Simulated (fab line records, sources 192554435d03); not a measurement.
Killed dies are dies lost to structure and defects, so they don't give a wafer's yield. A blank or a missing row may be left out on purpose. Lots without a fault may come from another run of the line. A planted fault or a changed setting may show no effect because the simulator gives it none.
Which tool did it? | flow n5_finfet | 24 lots, 72 wafers sampled, at 4 steps of a route of 1938

WHAT THE GAUGES READ, wafer by wafer
N5_FIN_SAQP_THK_MEAS_05. Usual: thk_nm 38.1 nm, standard deviation 0.46.
lot  | measured    | on            | thk_nm (nm)    | flag
L074 | day 1 21:37 | film_metro-02 | 37.9 38.4 38.3 |
L075 | day 2 03:14 | film_metro-01 | 37.5 37.4 37.6 |
L076 | day 2 09:56 | film_metro-01 | 38.0 38.2 38.2 |
L077 | day 2 16:07 | film_metro-01 | 37.9 38.0 38.0 |
L078 | day 2 20:41 | film_metro-01 | 37.6 37.5 38.0 |
L079 | day 3 02:57 | film_metro-01 | 37.8 38.3 38.2 |
L080 | day 3 09:14 | film_metro-01 | 37.5 37.9 38.2 |
L081 | day 3 15:00 | film_metro-01 | 37.5 37.7 38.1 |
L082 | day 3 21:01 | film_metro-01 | 37.8 38.7 38.5 |
L083 | day 4 03:21 | film_metro-01 | 37.9 38.6 38.5 |
L084 | day 4 10:04 | film_metro-02 | 38.4 38.6 38.8 |
L085 | day 4 17:37 | film_metro-02 | 37.2 37.9 38.0 |
L086 | day 4 21:39 | film_metro-01 | 37.9 38.0 38.2 |
L087 | day 5 03:00 | film_metro-01 | 38.3 38.5 38.3 |
L088 | day 5 09:21 | film_metro-01 | 37.9 37.4 38.1 |
L089 | day 5 16:02 | film_metro-02 | 37.8 38.8 39.4 |
L090 | day 5 21:20 | film_metro-01 | 38.5 38.8 38.9 |
L091 | day 6 04:21 | film_metro-01 | 37.7 38.7 38.3 |
L092 | day 6 09:00 | film_metro-02 | 38.6 38.1 38.0 |
L093 | day 6 14:49 | film_metro-02 | 38.2 37.8 38.8 |
L094 | day 6 20:55 | film_metro-02 | 38.3 38.7 38.9 |
L095 | day 7 04:00 | film_metro-02 | 38.1 37.9 38.6 |
L096 | day 7 10:14 | film_metro-01 | 37.9 38.5 39.0 |
L097 | day 7 14:52 | film_metro-02 | 37.9 37.9 38.4 |

N5_FIN_SAQP_CD_MEAS_31: target cd 8 nm. Usual: cd_nm 8.09 nm, standard deviation 0.21.
lot  | measured    | on        | cd_nm (nm)     | flag
L074 | day 2 04:40 | cd_sem-01 | 8.04 8.02 8.19 |
L075 | day 2 07:37 | cd_sem-02 | 8.10 7.96 8.07 |
L076 | day 2 14:09 | cd_sem-02 | 8.38 8.11 8.05 |
L077 | day 2 20:48 | cd_sem-02 | 8.37 7.87 8.56 |
L078 | day 3 01:56 | cd_sem-01 | 7.89 7.91 7.72 |
L079 | day 3 08:19 | cd_sem-02 | 8.09 8.41 8.04 |
L080 | day 3 14:22 | cd_sem-02 | 8.22 8.04 7.69 |
L081 | day 3 20:05 | cd_sem-01 | 8.40 8.25 8.16 |
L082 | day 4 02:07 | cd_sem-02 | 8.10 8.09 8.07 |
L083 | day 4 08:43 | cd_sem-01 | 7.94 7.81 8.07 |
L084 | day 4 17:16 | cd_sem-02 | 8.35 7.82 8.10 |
L085 | day 4 23:52 | cd_sem-01 | 8.25 8.19 8.02 |
L086 | day 5 02:28 | cd_sem-02 | 8.22 8.03 7.90 |
L087 | day 5 07:38 | cd_sem-02 | 7.91 8.40 8.23 |
L088 | day 5 13:43 | cd_sem-02 | 8.26 7.87 7.91 |
L089 | day 5 21:07 | cd_sem-02 | 7.74 8.20 8.24 |
L090 | day 6 01:59 | cd_sem-03 | 7.86 7.55 8.03 |
L091 | day 6 08:49 | cd_sem-02 | 7.90 7.98 8.33 |
L092 | day 6 13:38 | cd_sem-01 | 8.54 8.27 8.24 |
L093 | day 6 19:29 | cd_sem-01 | 8.12 8.19 7.62 |
L094 | day 7 03:26 | cd_sem-03 | 8.08 8.03 8.28 |
L095 | day 7 09:53 | cd_sem-01 | 7.73 8.56 8.15 |
L096 | day 7 14:35 | cd_sem-03 | 8.30 8.13 8.03 |
L097 | day 7 19:39 | cd_sem-03 | 8.38 8.19 8.26 |

WHICH TOOL RAN EACH LOT (tool, then ch and the chambers of the sampled wafers, then the start)
lot  | N5_PMOS_HMC_CHANNEL_EPI_ETCH_38 | N5_FIN_SAQP_ETCH_67
L074 | rie_si-01 ch 0,3, day 1 17:55   | rie_diel-01 ch 0,1, day 2 03:03
L075 | rie_si-02 ch 0,1,2, day 1 23:54 | rie_diel-01 ch 1,2,3, day 2 06:50
L076 | rie_si-02 ch 0,1,3, day 2 06:26 | rie_diel-01 ch 0,1,2, day 2 13:23
L077 | rie_si-02 ch 0,2,3, day 2 12:42 | rie_diel-03 ch 2,3, day 2 19:56
L078 | rie_si-02 ch 0,1, day 2 17:43   | rie_diel-03 ch 2,3, day 3 00:58
L079 | rie_si-01 ch 0,1, day 2 23:54   | rie_diel-01 ch 0,1, day 3 07:32
L080 | rie_si-02 ch 0,1,2, day 3 05:40 | rie_diel-03 ch 1,3, day 3 13:32
L081 | rie_si-02 ch 2,3, day 3 12:04   | rie_diel-01 ch 0,2, day 3 19:07
L082 | rie_si-01 ch 0,1,2, day 3 18:05 | rie_diel-02 ch 1,2, day 4 00:56
L083 | rie_si-02 ch 0,1,2, day 4 00:04 | rie_diel-01 ch 2,3, day 4 07:41
L084 | rie_si-04 ch 0,2,3, day 4 07:00 | rie_diel-01 ch 0,2,3, day 4 14:50
L085 | rie_si-02 ch 0,3, day 4 12:42   | rie_diel-02 ch 0,1,3, day 4 22:14
L086 | rie_si-01 ch 0,1,2, day 4 18:19 | rie_diel-03 ch 1,2,3, day 5 01:40
L087 | rie_si-04 ch 2,3, day 4 23:48   | rie_diel-02 ch 0,1,2, day 5 06:52
L088 | rie_si-01 ch 0,1,3, day 5 06:25 | rie_diel-01 ch 0,1,2, day 5 12:56
L089 | rie_si-02 ch 1,2,3, day 5 12:01 | rie_diel-01 ch 0,1, day 5 19:59
L090 | rie_si-01 ch 1,3, day 5 18:07   | rie_diel-02 ch 0,1, day 6 01:07
L091 | rie_si-01 ch 1,3, day 6 00:44   | rie_diel-01 ch 0,3, day 6 08:03
L092 | rie_si-01 ch 0,1,3, day 6 06:03 | rie_diel-02 ch 1,2, day 6 12:34
L093 | rie_si-02 ch 0,2,3, day 6 11:53 | rie_diel-02 ch 0,1,2, day 6 18:24
L094 | rie_si-01 ch 0,3, day 6 17:58   | rie_diel-01 ch 1,3, day 7 02:05
L095 | rie_si-01 ch 1,3, day 7 01:04   | rie_diel-02 ch 1,2, day 7 08:20
L096 | rie_si-04 ch 0,2,3, day 7 06:17 | rie_diel-01 ch 2,3, day 7 13:49
L097 | rie_si-04 ch 1,2,3, day 7 11:44 | rie_diel-03 ch 0,1,3, day 7 18:41
- N5_PMOS_HMC_CHANNEL_EPI_ETCH_38: etches SiO2 in CF4, target depth 1.5 nm.
- N5_FIN_SAQP_ETCH_67: etches SiNx in CH3F/O2, target depth 30 nm.

WHAT THE TOOLS THEMSELVES READ (means of the sampled wafers that have a number; where no wafer has one, the mark that the record gives instead)
N5_PMOS_HMC_CHANNEL_EPI_ETCH_38. Usual: drypump_motor_current_A 5.8 A, standard deviation 0.42; he_backside_leak_sccm 2.8 sccm, standard deviation 0.35; oes_product_au 1.003 a.u., standard deviation 0.019; throttle_valve_pct 21.77 %, standard deviation 0.16.
lot  | tool      | drypump_motor_current_A (A) | he_backside_leak_sccm (sccm) | oes_product_au (a.u.) | throttle_valve_pct (%) | flag
L074 | rie_si-01 | 6.0                         | 2.5                          | 0.996                 | 21.75                  |
L075 | rie_si-02 | 5.8                         | 2.9                          | 1.003                 | 21.88                  |
L076 | rie_si-02 | 6.1                         | 3.0                          | 0.998                 | 21.73                  |
L077 | rie_si-02 | 5.8                         | 3.0                          | 1.011                 | 21.74                  |
L078 | rie_si-02 | 6.1                         | 2.9                          | 0.991                 | 21.86                  |
L079 | rie_si-01 | 5.8                         | 2.7                          | 0.983                 | 21.86                  |
L080 | rie_si-02 | 5.8                         | 2.8                          | 1.000                 | 21.88                  |
L081 | rie_si-02 | 5.5                         | 3.0                          | 1.018                 | 21.75                  |
L082 | rie_si-01 | 5.3                         | 2.7                          | 0.986                 | 21.79                  |
L083 | rie_si-02 | 5.8                         | 2.9                          | 0.990                 | 21.88                  |
L084 | rie_si-04 | 6.0                         | 2.7                          | 1.018                 | 21.61                  |
L085 | rie_si-02 | 6.2                         | 3.0                          | 0.996                 | 21.72                  |
L086 | rie_si-01 | 5.3                         | 2.7                          | 0.994                 | 21.79                  |
L087 | rie_si-04 | 6.1                         | 2.6                          | 1.022                 | 21.76                  |
L088 | rie_si-01 | 5.8                         | 2.7                          | 0.997                 | 21.84                  |
L089 | rie_si-02 | 5.7                         | 3.0                          | 1.009                 | 21.75                  |
L090 | rie_si-01 | 5.5                         | 2.6                          | 1.018                 | 21.89                  |
L091 | rie_si-01 | 5.5                         | 2.7                          | 1.024                 | 21.88                  |
L092 | rie_si-01 | 5.7                         | 2.7                          | 0.991                 | 21.83                  |
L093 | rie_si-02 | 5.8                         | 3.0                          | 1.006                 | 21.74                  |
L094 | rie_si-01 | 6.0                         | 2.6                          | 0.981                 | 21.78                  |
L095 | rie_si-01 | 5.7                         | 2.5                          | 1.013                 | 21.80                  |
L096 | rie_si-04 | 6.0                         | 2.6                          | 1.017                 | 21.62                  |
L097 | rie_si-04 | 5.9                         | 2.5                          | 1.010                 | 21.76                  |

N5_FIN_SAQP_ETCH_67. Usual: drypump_motor_current_A 5.9 A, standard deviation 0.41; oes_product_au 0.77 a.u., standard deviation 0.09; rf_vpp_V 296 V, standard deviation 3.1; showerhead_plenum_p_Torr 2.01 Torr, standard deviation 0.066; throttle_valve_pct 16.25 %, standard deviation 0.24.
lot  | tool        | drypump_motor_current_A (A) | oes_product_au (a.u.) | rf_vpp_V (V) | showerhead_plenum_p_Torr (Torr) | throttle_valve_pct (%) | flag
L074 | rie_diel-01 | 6.0                         | 0.69                  | 293          | 2.00                            | 16.40                  |
L075 | rie_diel-01 | 5.9                         | 0.71                  | 293          | 1.96                            | 16.29                  |
L076 | rie_diel-01 | 5.9                         | 0.73                  | 293          | 2.02                            | 16.23                  |
L077 | rie_diel-03 | 6.3                         | 0.74                  | 297          | 1.96                            | 16.50                  |
L078 | rie_diel-03 | 6.4                         | 0.75                  | 298          | 1.94                            | 16.38                  |
L079 | rie_diel-01 | 6.0                         | 0.68                  | 293          | 2.00                            | 16.41                  |
L080 | rie_diel-03 | 6.0                         | 0.74                  | 297          | 2.05                            | 16.39                  |
L081 | rie_diel-01 | 5.8                         | 0.77                  | 291          | 2.03                            | 16.08                  |
L082 | rie_diel-02 | 5.3                         | 0.69                  | 295          | 2.01                            | 16.67                  |
L083 | rie_diel-01 | 5.8                         | 0.84                  | 295          | 2.05                            | 16.01                  |
L084 | rie_diel-01 | 6.0                         | 0.81                  | 295          | 2.07                            | 16.07                  |
L085 | rie_diel-02 | 5.4                         | 0.79                  | 298          | 1.99                            | 16.18                  |
L086 | rie_diel-03 | 6.2                         | 0.73                  | 299          | 1.99                            | 16.40                  |
L087 | rie_diel-02 | 5.3                         | 0.74                  | 296          | 1.99                            | 16.37                  |
L088 | rie_diel-01 | 5.9                         | 0.80                  | 292          | 2.01                            | 16.12                  |
L089 | rie_diel-01 | 6.0                         | 0.86                  | 294          | 1.99                            | 16.13                  |
L090 | rie_diel-02 | 5.0                         | 0.75                  | 296          | 1.94                            | 16.17                  |
L091 | rie_diel-01 | 6.2                         | 0.75                  | 296          | 2.08                            | 16.17                  |
L092 | rie_diel-02 | 5.3                         | 0.90                  | 294          | 2.00                            | 16.39                  |
L093 | rie_diel-02 | 5.3                         | 0.84                  | 296          | 1.99                            | 16.24                  |
L094 | rie_diel-01 | 6.1                         | 0.89                  | 298          | 2.06                            | 16.03                  |
L095 | rie_diel-02 | 5.1                         | 0.79                  | 295          | 1.95                            | 16.36                  |
L096 | rie_diel-01 | 5.7                         | 0.80                  | 294          | 2.04                            | 16.07                  |
L097 | rie_diel-03 | 6.1                         | 0.70                  | 297          | 2.00                            | 16.43                  |

THE ANSWER, worked out from the rows above alone
Rule: a lot is off if the mean of its wafers that have a number lies more than 3 standard deviations from the usual mean. A lot without any number at a reading at which 4 lots or more have one is off too. The other lots that the step has rows for count as sound. The gauges are gone through in route order, then the tools' own readings, and for those a lot's mean is taken as printed above. The first step at which some lot is off is used, and at that step the reading that is off furthest; a lot without a number counts as furthest.
No lot is off at any reading shown: from this, nothing can be told.

WHAT THE SIMULATOR HAD PUT IN
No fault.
